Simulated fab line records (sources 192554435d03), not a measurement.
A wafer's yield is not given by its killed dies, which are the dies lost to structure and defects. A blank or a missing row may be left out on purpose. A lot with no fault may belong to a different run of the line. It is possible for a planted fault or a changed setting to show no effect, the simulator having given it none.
Matching of chambers | flow n5_finfet | uv_cure-03 running N5_BEOL_M10_CURE_71: 3 sister chambers
The step cures SiCOH lowk, time 240 s. 3 wafers are shown with their chamber, then 8 later ones without.

== WAFERS PAIRED WITH THEIR CHAMBERS ==
wafer  | chamber | wafer_temp_C_max
L083.6 | 2       | 386.8
L086.6 | 1       | 388.1
L088.1 | 0       | 386.8

== WAFERS WHOSE CHAMBER IS MISSING ==
wafer  | wafer_temp_C_max
L088.2 | 386.1
L088.3 | 385.6
L087.3 | 387.0
L087.4 | 387.6
L087.5 | 388.4
L094.1 | 386.7
L094.2 | 386.7
L094.4 | 387.1

== WHICH CHAMBER EACH WENT THROUGH ==
wafer  | from the rows above          | in truth
L088.2 | can't be placed: 0 or 2      | 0
L088.3 | can't be placed: 0 or 2      | 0
L087.3 | can't be placed: 0 or 2 or 1 | 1
L087.4 | can't be placed: 1 or 0 or 2 | 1
L087.5 | 1                            | 1
L094.1 | can't be placed: 0 or 2      | 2
L094.2 | can't be placed: 0 or 2      | 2
L094.4 | can't be placed: 0 or 2 or 1 | 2
1 of 8 placed correctly. From these rows, 7 cannot be placed; in 7 the true chamber is one of the candidates. Placed wrongly: 0.
How it was worked out, from the rows above alone: a wafer's distance from a chamber is the root of the sum, over the readings, of the square of ((its reading less the chamber's mean) divided by the reading's scatter). If the next closest chamber is less than 2 further off than the closest, the wafer can't be placed; otherwise it belongs to the closest. The mean given for a chamber averages the wafers shown for that chamber. The scatter: root of mean squared gap, hidden wafer to nearest shown wafer, with one shown wafer a chamber.
